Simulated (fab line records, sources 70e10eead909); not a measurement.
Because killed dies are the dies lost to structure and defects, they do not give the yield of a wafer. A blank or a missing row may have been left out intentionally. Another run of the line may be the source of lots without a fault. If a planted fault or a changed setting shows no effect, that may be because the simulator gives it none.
fab line records    flow nand-harc
record: lots: 6  wafers: 18  last-day: 33
route steps=1302 shown A_CHANNEL_HOLE_D2@604 A_CHANNEL_FILL_D2@610 A_STAIRCASE@639 END@1302
lots that met no fault: taken from a fault-free run of the same line
start-h: hours from the record's opening day to when the first of the lot's shown wafers began    wait-h: how many hours have passed since the lot's step before this one    " repeats the value in the row above    L1.1+2: one row covering several wafers at once    - value missing, or start not given    * or withheld: withheld    < > ~ a bound
route shown NAME@n: names a module that has steps shown in the file, with the first one's number in the route    usual: mean and standard deviation over wafers with no fault    same: alike in all rows    chamber/n: place in a boat    sites: per-site readings    _std_site: standard deviation across them    _edge_site: inner sites' mean taken away from outer sites' mean    radius-mm: how far each site lies from the wafer's centre    mask NAME#n: copy n    behind: the most recent tool/chamber to have shaped the wafer    hold: why the lot was held/for how many hours/how that ended    device: which transistor (n, p or np) failed to switch    end of line: at the end of the route, the tests of the same wafers    step lacking rows: just its recipe    killed: the dies lost at the first sort to structure and to defects; this is not the yield of the wafer    map: a wafer's dies, x killed, . not, _ none there
set.NAME: setting as actually run; set.NAME@STEP: the setting as run at that earlier step    model.NAME: the simulator's own value behind a step, which no gauge read
lots at selected steps of the route; one table per step, one row per wafer
services: from which hour (start-h, from the record's first day; less than 0 if before it) a tool's chamber was out of use, for how many hours, and why
== steps ==
step: NHARC_A_CHANNEL_HOLE_D2_STRIP_28
recipe: o2-flow-sccm: 500  ar-flow-sccm: 0  bias-w: 0  chemistry: O2
usual: drypump-motor-current-A: 5.8/0.44  mfc-ar-sccm: 0.011/0.01  oes-product-au: 1.000/0.0076  rf-vpp-V: 57.8/0.85  showerhead-plenum-p-Torr: 3.54/0.13  throttle-valve-pct: 17.036/0.0093
lot.wafer  tool         chamber  start-h  wait-h  drypump-motor-current-A  mfc-ar-sccm  oes-product-au  rf-hours-counter-h  rf-vpp-V  showerhead-plenum-p-Torr  throttle-valve-pct
L605.4     rie-diel-05  2        -        -       5.6                      0.010        0.987           3.1                 57.8      3.48                      17.036
L605.1     "            0        "        "       6.1                      0.002        0.996           3.4                 60.7      3.41                      17.012
L605.5     "            3        "        "       6.0                      0            1.008           -                   57.7      3.62                      17.037
L608.3     rie-diel-08  2        -        -       6.1                      0            0.997           5.0                 56.7      3.64                      17.051
L608.2     "            0        "        "       5.2                      0.019        0.998           5.7                 57.0      3.60                      17.035
L608.6     "            2        "        "       6.1                      0            1.005           -                   57.2      3.64                      17.041
L615.2     rie-diel-12  1        -        -       5.5                      0            0.992           9.2                 57.7      3.77                      17.034
L615.3     "            2        "        "       5.8                      0.008        1.009           7.5                 58.6      3.53                      17.041
L615.5     "            0        "        "       5.9                      0            1.002           -                   57.2      3.31                      17.013
L619.1     rie-diel-08  2        -        -       6.1                      0            1.005           3.0                 57.2      3.64                      17.034
L619.2     "            1        "        "       6.4                      0.012        0.988           2.9                 57.0      3.46                      17.043
L619.6     "            3        "        "       5.3                      0.028        1.002           -                   59.4      3.51                      17.036
L623.1     rie-diel-08  0        -        -       5.2                      0.019        1.008           5.1                 57.9      3.60                      17.032
L623.5     "            3        "        "       5.3                      0.028        1.007           -                   57.2      3.51                      17.016
L623.6     "            0        "        "       5.2                      0.019        0.999           -                   57.5      3.60                      17.021
L625.2     rie-diel-05  3        -        -       6.0                      0            1.019           5.3                 57.6      3.61                      17.027
L625.5     "            2        "        "       5.6                      0.010        0.999           -                   58.4      3.47                      17.039
L625.6     "            3        "        "       6.0                      0            1.013           -                   57.9      3.61                      17.021
step: NHARC_A_CHANNEL_HOLE_D2_PRECLEAN_29
recipe: time-s: *  temp-c: 50  bath-age-min: 0  chemistry: SC1
step: NHARC_A_CHANNEL_HOLE_D2_SRD_30
step: NHARC_A_CHANNEL_HOLE_D2_CD_MEAS_31
usual: cd-nm: 89.9/1
lot.wafer  tool       chamber  start-h  wait-h  cd-nm
L605.1     cd-sem-03  -        310.68   -       91.7
L605.4     "          -        "        "       90.4
L605.5     "          -        "        "       89.7
L608.2     cd-sem-01  -        326.15   -       89.0
L608.3     "          -        "        "       88.6
L608.6     "          -        "        "       91.1
L615.2     cd-sem-03  -        407.92   -       91.1
L615.3     "          -        "        "       91.0
L615.5     "          -        "        "       90.0
L619.1     cd-sem-02  -        443.47   -       91.1
L619.2     "          -        "        "       89.5
L619.6     "          -        "        "       89.9
L623.1     cd-sem-01  -        480.40   -       89.8
L623.5     "          -        "        "       90.3
L623.6     "          -        "        "       89.3
L625.2     cd-sem-01  -        511.41   -       89.0
L625.5     "          -        "        "       89.6
L625.6     "          -        "        "       90.2
step: NHARC_A_CHANNEL_HOLE_D2_XSEM_32
recipe: landing-energy-ev: 35000
step: NHARC_A_CHANNEL_HOLE_D2_INSPECT_40
usual: raw-defect-count: 303/97
lot.wafer  tool               chamber  start-h  wait-h  raw-defect-count
L605.1     defect-inspect-02  -        310.86   -       407
L605.4     "                  -        "        "       668
L605.5     "                  -        "        "       451
L608.2     defect-inspect-02  -        326.35   -       262
L608.3     "                  -        "        "       415
L608.6     "                  -        "        "       464
L615.2     defect-inspect-02  -        408.10   -       284
L615.3     "                  -        "        "       368
L615.5     "                  -        "        "       550
L619.1     defect-inspect-01  -        443.65   -       404
L619.2     "                  -        "        "       248
L619.6     "                  -        "        "       348
L623.1     defect-inspect-02  -        480.61   -       339
L623.5     "                  -        "        "       254
L623.6     "                  -        "        "       353
L625.2     defect-inspect-02  -        511.59   -       318
L625.5     "                  -        "        "       219
L625.6     "                  -        "        "       412
step: NHARC_A_CHANNEL_FILL_D2_PRECLEAN_00
recipe: time-s: *  temp-c: 50  bath-age-min: 0  chemistry: SC1
step: NHARC_A_CHANNEL_FILL_D2_SRD_01
step: NHARC_A_CHANNEL_FILL_D2_ALD_02
recipe: target-thk-a: 60  pulse-time-s: 10  ald-cycles: 60  temp-c: 300  material: SiO2
step: NHARC_A_CHANNEL_FILL_D2_ALD_03
recipe: target-thk-a: 60  pulse-time-s: 60  ald-cycles: 58  temp-c: 630  pressure-torr: 2  material: SiNx
step: NHARC_A_CHANNEL_FILL_D2_ALD_14
recipe: target-thk-a: 25  pulse-time-s: 10  ald-cycles: 25  temp-c: 300  material: SiO2
step: NHARC_A_CHANNEL_FILL_D2_ALD_15
recipe: target-thk-a: 20  pulse-time-s: 60  ald-cycles: 19  temp-c: 630  pressure-torr: 2  material: SiNx
usual: chamber-pressure-Torr: 2.000/0.0045  precursor-pulse-height-rel: 1.001/0.019
lot.wafer  tool              chamber  start-h  wait-h  chamber-pressure-Torr  precursor-pulse-height-rel
L605.1     ald-sin-batch-02  0        -        -       2.000                  0.980
L605.4     "                 0        "        "       2.001                  1.022
L605.5     "                 0        "        "       2.001                  0.985
L608.2     ald-sin-batch-02  0        -        -       1.999                  0.996
L608.3     "                 0        "        "       1.999                  0.985
L608.6     "                 0        "        "       1.999                  1.016
L615.2     ald-sin-batch-03  0        -        -       2.006                  1.037
L615.3     "                 0        "        "       2.003                  1.005
L615.5     "                 0        "        "       2.000                  1.027
L619.1     ald-sin-batch-03  0        -        -       1.999                  1.010
L619.2     "                 0        "        "       2.004                  0.995
L619.6     "                 0        "        "       2.004                  1.000
L623.1     ald-sin-batch-03  0        -        -       2.007                  0.992
L623.5     "                 0        "        "       2.011                  0.999
L623.6     "                 0        "        "       2.008                  0.996
L625.2     ald-sin-batch-02  0        -        -       2.001                  0.989
L625.5     "                 0        "        "       1.997                  0.985
L625.6     "                 0        "        "       1.998                  1.009
step: NHARC_A_CHANNEL_FILL_D2_ALD_16
recipe: target-thk-a: 15  pulse-time-s: 10  ald-cycles: 15  temp-c: 300  material: SiO2
usual: heater-power-w: 479/44  precursor-pulse-height-rel: 0.998/0.018
lot.wafer  tool       chamber  start-h  wait-h  heater-power-w  precursor-pulse-height-rel
L605.1     ald-hk-02  0        323.25   0.0     507             0.983
L605.4     "          3        "        "       422             0.970
L605.5     "          0        "        "       493             0.984
L608.2     ald-hk-04  1        338.74   0.0     541             0.994
L608.3     "          2        "        "       453             0.982
L608.6     "          1        "        "       557             1.005
L615.3     ald-hk-04  0        420.05   0.0     490             0.978
L615.2     "          3        "        "       414             0.986
L615.5     "          0        "        "       488             0.986
L619.1     ald-hk-04  3        455.08   0.1     401             0.996
L619.2     "          0        "        "       477             0.946
L619.6     "          1        "        "       546             0.995
L623.1     ald-hk-01  0        495.33   0.1     463             0.977
L623.5     "          3        "        "       461             1.003
L623.6     "          0        "        "       463             1.012
L625.2     ald-hk-01  1        525.06   0.2     458             1.002
L625.6     "          2        "        "       412             1.015
L625.5     "          3        "        "       456             1.010
step: NHARC_A_CHANNEL_FILL_D2_ANNEAL_17
recipe: temp-c: 850  time-s: 1800
step: NHARC_A_CHANNEL_FILL_D2_CVD_18
recipe: target-thk-a: 30  temp-c: 550  material: poly-Si
step: NHARC_A_CHANNEL_FILL_D2_ETCHBACK_19
recipe: target-depth-a: 50  time-s: 1.7  hbr-flow-sccm: 150  cl2-flow-sccm: 50  rf-w: 400  icp-w: 400  bias-w: 100  chemistry: HBr/Cl2
step: NHARC_A_CHANNEL_FILL_D2_ETCHBACK_20
recipe: target-depth-a: 270  time-s: 13.5  c4f8-flow-sccm: withheld  o2-flow-sccm: 8  ar-flow-sccm: withheld  rf-w: 600  bias-w: 1500  chemistry: C4F8/O2/Ar
step: NHARC_A_CHANNEL_FILL_D2_STRIP_28
recipe: time-s: 20  o2-flow-sccm: 500  ar-flow-sccm: 0  bias-w: 0  chemistry: O2
step: NHARC_A_CHANNEL_FILL_D2_PRECLEAN_21
recipe: time-s: 30  chemistry: dHF
step: NHARC_A_CHANNEL_FILL_D2_SRD_23
step: NHARC_A_CHANNEL_FILL_D2_CVD_05
recipe: target-thk-a: 50  temp-c: 550  material: poly-Si
step: NHARC_A_CHANNEL_FILL_D2_ANNEAL_22
recipe: temp-c: 620  time-s: 7200
step: NHARC_A_CHANNEL_FILL_D2_ALD_25
recipe: target-thk-a: 600  pulse-time-s: 10  ald-cycles: 600  temp-c: 300  material: SiOx
step: NHARC_A_CHANNEL_FILL_D2_ETCHBACK_08
recipe: target-depth-a: 2200  time-s: 110  c4f8-flow-sccm: 20  ar-flow-sccm: withheld  rf-w: 600  bias-w: 300  chemistry: C4F8
usual: oes-product-au: 0.96/0.037  rf-vpp-V: 442.7/2.2
lot.wafer  tool         chamber  start-h  wait-h  oes-product-au  rf-hours-counter-h  rf-vpp-V
L605.4     rie-diel-07  3        -        -       0.92            1                   440.7
L605.1     "            0        "        "       0.92            1                   444.5
L605.5     "            2        "        "       0.92            -                   439.6
L608.3     rie-diel-03  3        -        -       1.00            2                   441.9
L608.2     "            1        "        "       0.99            2                   442.7
L608.6     "            3        "        "       1.00            -                   442.6
L615.2     rie-diel-07  2        -        -       0.93            4                   440.0
L615.3     "            3        "        "       0.93            3                   440.5
L615.5     "            1        "        "       0.93            -                   446.5
L619.1     rie-diel-07  0        -        -       1.00            0                   444.6
L619.2     "            3        "        "       1.00            0                   440.6
L619.6     "            1        "        "       1.01            -                   443.6
L623.1     rie-diel-03  3        -        -       0.92            2                   442.6
L623.6     "            3        "        "       0.92            -                   442.8
L623.5     "            0        "        "       0.92            -                   444.3
L625.2     rie-diel-03  0        -        -       0.93            3                   444.7
L625.5     "            0        "        "       0.92            -                   444.9
L625.6     "            1        "        "       0.93            -                   442.2
step: NHARC_A_CHANNEL_FILL_D2_STRIP_29
recipe: time-s: 20  o2-flow-sccm: 500  ar-flow-sccm: 0  bias-w: 0  chemistry: O2
usual: drypump-motor-current-A: 5.8/0.4  mfc-ar-sccm: 0.008/0.0096  oes-product-au: 0.998/0.0075  rf-vpp-V: 58.0/0.96  showerhead-plenum-p-Torr: 3.63/0.12  throttle-valve-pct: 17.037/0.0099
lot.wafer  tool         chamber  start-h  wait-h  drypump-motor-current-A  mfc-ar-sccm  oes-product-au  rf-hours-counter-h  rf-vpp-V  showerhead-plenum-p-Torr  throttle-valve-pct
L605.4     rie-diel-07  2        -        -       5.8                      0            1.000           1                   58.5      3.45                      17.048
L605.1     "            1        "        "       6.2                      0.018        1.016           1                   58.6      3.77                      17.045
L605.5     "            3        "        "       5.8                      0.029        0.995           -                   59.1      3.47                      17.050
L608.3     rie-diel-03  0        -        -       5.5                      0            1.008           2                   58.6      3.76                      17.039
L608.2     "            3        "        "       5.8                      0            1.000           2                   58.3      3.62                      17.039
L608.6     "            1        "        "       6.3                      0            0.998           -                   58.9      3.56                      17.022
L615.3     rie-diel-07  3        -        -       5.8                      0.029        0.989           3                   56.5      3.47                      17.027
L615.2     "            0        "        "       4.8                      0.012        0.991           4                   58.7      3.71                      17.039
L615.5     "            2        "        "       5.9                      0            1.005           -                   57.2      3.44                      17.053
L619.2     rie-diel-07  1        488.39   0.1     6.2                      0.018        1.002           0                   59.6      3.76                      17.044
L619.1     "            3        "        "       5.8                      0.029        0.995           0                   58.1      3.47                      17.054
L619.6     "            1        "        "       6.2                      0.018        1.006           -                   58.8      3.76                      17.020
L623.1     rie-diel-03  0        -        -       5.5                      0            1.007           2                   58.4      3.76                      17.044
L623.5     "            2        "        "       5.8                      0.011        1.007           -                   57.1      3.71                      17.038
L623.6     "            3        "        "       5.8                      0            1.002           -                   56.9      3.62                      17.046
L625.2     rie-diel-03  2        -        -       5.8                      0.011        1.007           3                   57.2      3.71                      17.056
L625.5     "            0        "        "       5.5                      0            1.004           -                   58.5      3.76                      17.041
L625.6     "            1        "        "       6.3                      0            1.002           -                   57.4      3.56                      17.038
step: NHARC_A_CHANNEL_FILL_D2_PRECLEAN_30
recipe: time-s: 30  chemistry: dHF
step: NHARC_A_CHANNEL_FILL_D2_SRD_31
step: NHARC_A_CHANNEL_FILL_D2_CVD_09
recipe: target-thk-a: 1500  temp-c: 620  pressure-mtorr: 200  time-s: 3000  material: poly-Si
step: NHARC_A_CHANNEL_FILL_D2_CMP_10
recipe: target-thk-nm: 150
step: NHARC_A_CHANNEL_FILL_D2_SRD_12
step: NHARC_A_CHANNEL_FILL_D2_RTA_24
recipe: temp-c: 1000  time-s: 5
usual: lamp-power-pct: 33.7/0.88  wafer_temp_C_max: 1004.7/1.8
lot.wafer  tool           chamber  start-h  wait-h  lamp-power-pct  wafer_temp_C_max
L605.1     rtp-anneal-01  0        360.60   0.0     32.6            1002.6
L605.4     "              0        "        "       32.7            1002.3
L605.5     "              0        "        "       32.7            1002.6
L608.2     rtp-anneal-02  0        380.69   0.2     34.4            1008.5
L608.3     "              0        "        "       34.5            1006.3
L608.6     "              0        "        "       34.3            1004.4
L615.2     rtp-anneal-02  0        457.29   0.2     34.5            1004.3
L615.3     "              0        "        "       34.4            1005.9
L615.5     "              0        "        "       34.5            1004.7
L619.1     rtp-anneal-01  0        494.41   0.0     32.6            1002.9
L619.2     "              0        "        "       32.6            1003.2
L619.6     "              0        "        "       32.7            1002.9
L623.1     rtp-anneal-01  0        534.18   0.0     32.6            1002.7
L623.5     "              0        "        "       32.7            1002.9
L623.6     "              0        "        "       32.7            1002.6
L625.2     rtp-anneal-01  0        560.32   0.1     32.6            1003.5
L625.5     "              0        "        "       32.6            1002.5
L625.6     "              0        "        "       32.6            1003.1
step: NHARC_A_STAIRCASE_DEP_156
recipe: target-thk-a: 500  temp-c: 400  target-thk-nm: 50  flow-sccm: 200  rf-w: 450  material: SiNx
step: NHARC_A_STAIRCASE_DEHYDRATE_158
recipe: temp-c: 150  time-s: 120
step: NHARC_A_STAIRCASE_HMDS_159
recipe: time-s: 30
step: NHARC_A_STAIRCASE_COAT_160
recipe: spin-rpm: 1200
step: NHARC_A_STAIRCASE_SOFTBAKE_161
recipe: temp-c: 135  time-s: 170
step: NHARC_A_STAIRCASE_EBR_162
step: NHARC_A_STAIRCASE_EXPOSE_163
recipe: na: 0.5  dose-mj: 20.01  mask-id: STAIR_OPEN
step: NHARC_END_SORT_01
recipe: temp-c: 25
usual: killed-at-array: 54/16  killed-at-other: 0.6/0.86  killed-at-periphery: 3.8/2.6  killed-dies: 58/16  killed-open: 3.3/1.8  killed-short: 2.7/1.7
same: gross-dies: 677
lot.wafer  tool       chamber  start-h  wait-h  killed-at-array  killed-at-other  killed-at-periphery  killed-dies  killed-open  killed-short
L605.1     prober-02  0        571.19   2.5     88               1                4                    93           2            2
L605.4     prober-02  0        573.60   3.4     57               1                5                    63           2            1
L605.5     prober-02  0        574.41   3.7     67               1                3                    71           2            5
L608.2     prober-01  0        591.34   2.8     57               0                2                    59           1            1
L608.3     prober-01  0        592.15   3.1     61               1                1                    63           4            1
L608.6     prober-01  0        594.58   4.1     79               1                2                    82           4            2
L615.2     prober-01  0        663.52   2.8     113              0                7                    120          1            0
L615.3     prober-01  0        664.33   3.1     125              0                9                    134          0            2
L615.5     prober-01  0        665.94   3.7     136              0                2                    138          2            1
L619.1     prober-01  0        700.78   2.5     77               1                4                    82           0            4
L619.2     prober-01  0        701.57   2.8     101              0                1                    102          1            4
L619.6     prober-01  0        704.76   4.0     141              0                4                    145          2            4
L623.1     prober-01  0        741.12   2.5     61               0                5                    66           5            0
L623.5     prober-01  0        744.35   3.7     57               1                4                    62           1            4
L623.6     prober-01  0        745.16   4.0     57               0                3                    60           1            2
L625.2     prober-01  0        781.78   2.8     67               2                1                    70           4            4
L625.5     prober-01  0        784.19   3.7     51               4                1                    56           6            3
L625.6     prober-01  0        784.99   4.0     48               2                7                    57           4            2
killed by level:class
L605.1 A_CHANNEL_HOLE_D1:chamber-film-flake=37 A_CHANNEL_HOLE_D2:chamber-film-flake=34 A_CONTACT:chamber-film-flake=4 A_ZERO_WELL:chamber-film-flake=3 A_ONON_D1:geometric-particle:open=2 P_GATE:chamber-film-flake=2 A_DECK1_JOINT:chamber-film-flake=2 A_STAIRCASE:chamber-film-flake=2
L605.4 A_CHANNEL_HOLE_D1:chamber-film-flake=26 A_CHANNEL_HOLE_D2:chamber-film-flake=20 P_GATE:chamber-film-flake=3 P_BONDPAD:chamber-film-flake=2 A_STAIRCASE:chamber-film-flake=2 A_CONTACT:chamber-film-flake=2 A_ONON_D1:geometric-particle:open=1 A_ONON_D2:geometric-particle:short=1
L605.5 A_CHANNEL_HOLE_D1:chamber-film-flake=24 A_CHANNEL_HOLE_D2:chamber-film-flake=23 A_CONTACT:chamber-film-flake=6 A_STAIRCASE:chamber-film-flake=4 A_M0:geometric-particle:short=2 P_BONDPAD:chamber-film-flake=2 P_GATE:geometric-particle:open=1 A_ONON_D1:geometric-particle:short=1
L608.2 A_CHANNEL_HOLE_D1:chamber-film-flake=28 A_CHANNEL_HOLE_D2:chamber-film-flake=19 A_CONTACT:chamber-film-flake=6 A_CHANNEL_HOLE_D1:geometric-particle:open=1 A_DECK1_JOINT:geometric-particle:short=1 P_STI:chamber-film-flake=1 P_GATE:chamber-film-flake=1 A_STAIRCASE:chamber-film-flake=1
L608.3 A_CHANNEL_HOLE_D2:chamber-film-flake=26 A_CHANNEL_HOLE_D1:chamber-film-flake=20 A_CONTACT:chamber-film-flake=4 A_CHANNEL_FILL_D1:chamber-film-flake=2 P_STI:chamber-film-flake=1 A_CHANNEL_FILL_D1:geometric-particle:open=1 A_CHANNEL_FILL_D2:geometric-particle:open=1 A_CONTACT:geometric-particle:open=1
L608.6 A_CHANNEL_HOLE_D1:chamber-film-flake=36 A_CHANNEL_HOLE_D2:chamber-film-flake=32 A_DECK1_JOINT:geometric-particle:open=2 A_STAIRCASE:chamber-film-flake=2 A_CONTACT:chamber-film-flake=2 P_GATE:geometric-particle:open=1 A_SOURCE_PLATE:geometric-particle:open=1 A_WL_FILL:geometric-particle:short=1
L615.2 A_CHANNEL_FILL_D2:unspecified=43 A_CHANNEL_HOLE_D1:chamber-film-flake=25 A_SLIT:chamber-film-flake=21 A_CHANNEL_HOLE_D2:chamber-film-flake=14 A_BLC:chamber-film-flake=7 P_GATE:chamber-film-flake=6 A_STAIRCASE:chamber-film-flake=2 P_CONTACT:geometric-particle:open=1
L615.3 A_CHANNEL_FILL_D2:unspecified=57 A_CHANNEL_HOLE_D1:chamber-film-flake=31 A_SLIT:chamber-film-flake=18 P_GATE:chamber-film-flake=6 A_CHANNEL_HOLE_D2:chamber-film-flake=6 A_CONTACT:chamber-film-flake=5 A_WL_FILL:chamber-film-flake=4 P_M2:chamber-film-flake=2
L615.5 A_CHANNEL_FILL_D2:unspecified=60 A_CHANNEL_HOLE_D1:chamber-film-flake=26 A_SLIT:chamber-film-flake=20 A_CHANNEL_HOLE_D2:chamber-film-flake=12 A_BLC:chamber-film-flake=4 A_CONTACT:chamber-film-flake=4 A_STAIRCASE:chamber-film-flake=3 P_GATE:chamber-film-flake=2
L619.1 A_CHANNEL_FILL_D2:unspecified=42 A_CHANNEL_HOLE_D2:chamber-film-flake=16 A_CHANNEL_HOLE_D1:chamber-film-flake=5 A_SLIT:chamber-film-flake=4 A_CONTACT:chamber-film-flake=3 A_DECK1_JOINT:geometric-particle:short=2 A_WL_FILL:geometric-particle:short=2 P_M1:chamber-film-flake=2
L619.2 A_CHANNEL_FILL_D2:unspecified=63 A_CHANNEL_HOLE_D2:chamber-film-flake=13 A_SLIT:chamber-film-flake=8 A_CHANNEL_HOLE_D1:chamber-film-flake=5 A_M1:chamber-film-flake=3 A_STAIRCASE:chamber-film-flake=2 A_CONTACT:chamber-film-flake=2 A_ONON_D1:geometric-particle:short=1
L619.6 A_CHANNEL_FILL_D2:unspecified=97 A_CHANNEL_HOLE_D2:chamber-film-flake=16 A_CHANNEL_HOLE_D1:chamber-film-flake=8 A_SLIT:chamber-film-flake=8 A_CONTACT:chamber-film-flake=3 A_ONON_D1:geometric-particle:open=2 P_STI:chamber-film-flake=2 A_STAIRCASE:chamber-film-flake=2
L623.1 A_SLIT:chamber-film-flake=19 A_CHANNEL_HOLE_D2:chamber-film-flake=17 A_CONTACT:chamber-film-flake=9 A_CHANNEL_HOLE_D1:chamber-film-flake=6 P_CONTACT:chamber-film-flake=4 A_CHANNEL_FILL_D2:geometric-particle:open=2 A_STAIRCASE:chamber-film-flake=2 P_M0:geometric-particle:open=1
L623.5 A_SLIT:chamber-film-flake=22 A_CHANNEL_HOLE_D2:chamber-film-flake=13 A_CONTACT:chamber-film-flake=11 A_CHANNEL_HOLE_D1:chamber-film-flake=4 P_CONTACT:chamber-film-flake=3 A_WL_FILL:chamber-film-flake=2 P_M1:geometric-particle:open=1 A_ONON_D1:geometric-particle:short=1
L623.6 A_SLIT:chamber-film-flake=22 A_CHANNEL_HOLE_D1:chamber-film-flake=9 A_CHANNEL_HOLE_D2:chamber-film-flake=8 A_CONTACT:chamber-film-flake=8 A_WL_FILL:chamber-film-flake=3 P_CONTACT:chamber-film-flake=2 A_ONON_D2:geometric-particle:short=1 A_CHANNEL_HOLE_D2:geometric-particle:short=1
L625.2 A_SLIT:chamber-film-flake=21 A_CONTACT:chamber-film-flake=14 A_CHANNEL_HOLE_D2:chamber-film-flake=14 A_CHANNEL_HOLE_D1:chamber-film-flake=7 A_ONON_D2:geometric-particle:open=2 A_CHANNEL_FILL_D1:chamber-film-flake=2 A_STAIRCASE:chamber-film-flake=2 THIN_TSV:chamber-film-flake=2
L625.5 A_SLIT:chamber-film-flake=13 A_CHANNEL_HOLE_D2:chamber-film-flake=10 A_CONTACT:chamber-film-flake=9 A_CHANNEL_HOLE_D1:chamber-film-flake=8 A_DECK1_JOINT:geometric-particle:open=3 THIN_TSV:chamber-film-flake=3 A_STAIRCASE:chamber-film-flake=2 A_CHANNEL_FILL_D1:chamber-film-flake=2
L625.6 A_CHANNEL_HOLE_D2:chamber-film-flake=14 A_CHANNEL_HOLE_D1:chamber-film-flake=11 A_CONTACT:chamber-film-flake=10 A_SLIT:chamber-film-flake=8 P_CONTACT:geometric-particle:open=2 P_CONTACT:chamber-film-flake=2 A_CHANNEL_FILL_D1:chamber-film-flake=2 THIN_TSV:chamber-film-flake=2
map L615.5 (x killed, . not)
____________.____________
_________xx..xxx_________
_______..xx.x.xxxx_______
______...xxxxxxxxxx______
_____.....xxxxxxxxxx_____
____.....xx.xxxxxxxxx____
____......xx.xxxxxxxx____
___......xxxxxxxxxxxx.___
___......xx.x.xxxxxxx.___
__............xxxxx...x__
__.......xx....x.x..x..__
_...............x.x....._
_..............x..x.x..._
_......................._
_..........x............_
_.......x..x............_
..................xx.....
.............x...........
.........................
...............x.........
.........................
_...x..........x........_
_......................._
_...................x..._
_.......x..............._
_....x...x.............._
__.x...........x.......__
__.....................__
___..............x....___
___..............x.xx.___
____..xxx.........xxx____
____..............xxx____
_____.xxx.......xxxx_____
______xx.......xxxx______
_______xxx.......x_______
_________x....x._________
____________.____________
map L619.6 (x killed, . not)
____________.____________
_________......._________
_______..........._______
______........x....______
_____..........x...._____
____..............x..____
____.................____
___...................___
___...........xx......___
__.........x.xxxx......__
__...........xxxxx.....__
_............xxxxxx..x.._
_...........xxxxxxxx...._
_............xxxxxxx...._
_...........xxxxxxxxx..._
_..........xxxxxxxxxx..._
...........xxxxxxxxxx....
...........xxxxxxxxx.....
........x...xxxxxxxxxx...
.............xxxxxxxxx...
..............xxxxx....x.
_............x..xx......_
_......x.........xx....._
_..........x...x....x.x._
_.............x........._
_............x.........._
__.....................__
__.............x.......__
___.....x........x.x..___
___...........x..xx...___
____..x...........x.x____
____...x.........xxx.____
_____x..x.......xxx._____
______xxxx.x...x.xx______
_______x.x.x..x..x_______
_________......._________
____________.____________
== services ==
tool              chamber  start-h  hours  kind
rie-diel-07       -        294.20   9.0    pm
ald-hk-01         -        302.35   10.0   pm
rie-diel-03       3        310.63   6.9    repair
rie-diel-05       1        320.73   5.1    repair
rie-diel-05       2        322.31   4.4    repair
ald-hk-04         -        325.21   0.5    repair
rie-diel-08       0        355.88   5.6    repair
rie-diel-07       3        361.64   23.6   repair
rie-diel-08       2        364.09   1.8    repair
rie-diel-08       -        367.80   9.0    pm
rtp-anneal-01     -        372.00   12.0   pm
rie-diel-08       3        390.32   3.4    repair
ald-hk-04         -        425.84   0.6    repair
rie-diel-03       -        458.30   9.0    pm
ald-sin-batch-02  -        464.48   12.7   repair
rie-diel-07       -        471.20   9.0    pm
rie-diel-08       2        476.74   3.3    repair
rie-diel-07       3        482.17   1.8    repair
rie-diel-07       2        484.21   4.3    repair
rie-diel-03       0        498.80   6.5    repair
rie-diel-08       1        500.14   6.8    repair
ald-hk-04         -        521.28   2.5    repair
rie-diel-08       -        544.80   9.0    pm
rie-diel-07       3        546.66   8.5    repair
== key ==
first-sign: step: NHARC_END_SORT_01  reading: killed-at-array  direction: up  sigmas: 3.9  usual: 54  struck: 116
effect: step: NHARC_END_SORT_01  reading: killed-dies  direction: up  sigmas: 3.9  usual: 58  struck: 120
more-kills-born-at: NHARC_A_CHANNEL_FILL_D2_ALD_16@ald-hk-04: 362
met-at NHARC_A_CHANNEL_FILL_D2_ALD_16
struck-wafers L615.2,L615.3,L615.5,L619.1,L619.2,L619.6
tester-left-out L615,L619
onset-between 338.74 420.05
also-fits NHARC_A_CHANNEL_FILL_D2_ETCHBACK_08:rie-diel-07,NHARC_A_CHANNEL_FILL_D2_STRIP_29:rie-diel-07
fault: kind: chamber-particle-source  tool: ald-hk-04  chamber: -  onset-h: 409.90  steps: NHARC_A_CHANNEL_FILL_D2_ALD_16  rate-per-visit-cm2: 1.3427  end-h: 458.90
tester-left-out: of these lots the tester's yield and bins aren't shown, on N5 and GAA mostly nor the transistor test; their killed dies are dies lost to structure and defects alone, not to doping, threshold or leakage, so they don't give the yield
